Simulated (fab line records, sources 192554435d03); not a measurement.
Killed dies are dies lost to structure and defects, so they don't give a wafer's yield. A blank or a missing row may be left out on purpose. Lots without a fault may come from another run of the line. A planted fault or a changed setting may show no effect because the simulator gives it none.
Which tool did it? | flow n5_finfet | 24 lots, 72 wafers sampled, at 1 step of a route of 1938

WHAT THE GAUGES READ, wafer by wafer
N5_HKMG_FIN_CD_MEAS_49: target cd 202 nm. Usual: cd_nm 202.2 nm, standard deviation 0.51.
lot  | measured    | on        | cd_nm (nm)        | flag
L074 | day 4 01:19 | cd_sem-03 | 202.1 201.6 202.0 |
L075 | day 4 06:05 | cd_sem-03 | 202.9 202.6 202.9 |
L076 | day 4 16:05 | cd_sem-03 | 201.6 201.8 201.5 |
L077 | day 4 20:43 | cd_sem-02 | 202.7 202.5 202.0 |
L078 | day 5 03:43 | cd_sem-02 | 202.7 203.2 202.3 |
L079 | day 5 13:34 | cd_sem-02 | 202.5 202.3 202.0 |
L080 | day 5 15:39 | cd_sem-03 | 202.6 202.1 201.8 |
L081 | day 5 21:58 | cd_sem-03 | 202.1 202.0 201.9 |
L082 | day 6 02:23 | cd_sem-03 | 202.9 202.6 202.6 |
L083 | day 6 08:43 | cd_sem-02 | 203.2 203.0 203.0 |
L084 | day 6 15:34 | cd_sem-03 | 201.1 201.3 201.6 |
L086 | day 7 03:53 | cd_sem-01 | 202.9 202.9 202.5 |
L085 | day 7 04:14 | cd_sem-01 | 202.1 202.6 201.3 |
L087 | day 7 06:58 | cd_sem-02 | 202.6 202.6 202.9 |
L088 | day 7 14:38 | cd_sem-02 | 202.7 201.6 201.6 |
L089 | day 7 20:43 | cd_sem-02 | 202.2 201.8 202.5 |
L091 | day 8 05:32 | cd_sem-02 | 201.7 201.8 201.9 |
L090 | day 8 06:16 | cd_sem-02 | 200.5 200.9 201.6 |
L092 | day 8 15:43 | cd_sem-03 | 202.2 201.8 202.4 |
L093 | day 8 18:32 | cd_sem-01 | 202.8 202.0 202.6 |
L094 | day 8 22:17 | cd_sem-02 | 201.4 201.4 201.5 |
L095 | day 9 05:18 | cd_sem-01 | 202.1 201.8 202.7 |
L096 | day 9 14:17 | cd_sem-03 | 202.7 202.0 202.6 |
L097 | day 9 18:14 | cd_sem-03 | 202.0 201.8 202.3 |

WHICH TOOL RAN EACH LOT (tool, then ch and the chambers of the sampled wafers, then the start)
The record holds no process step before these readings.

WHAT THE TOOLS THEMSELVES READ (means of the sampled wafers that have a number; where no wafer has one, the mark that the record gives instead)
The record holds no such reading with a usual standard deviation.

THE ANSWER, worked out from the rows above alone
Rule: a lot is off if the mean of its wafers that have a number lies more than 3 standard deviations from the usual mean. A lot without any number at a reading at which 4 lots or more have one is off too. The other lots that the step has rows for count as sound. The gauges are gone through in route order, then the tools' own readings, and for those a lot's mean is taken as printed above. The first step at which some lot is off is used, and at that step the reading that is off furthest; a lot without a number counts as furthest.
No lot is off at any reading shown: from this, nothing can be told.

WHAT THE SIMULATOR HAD PUT IN
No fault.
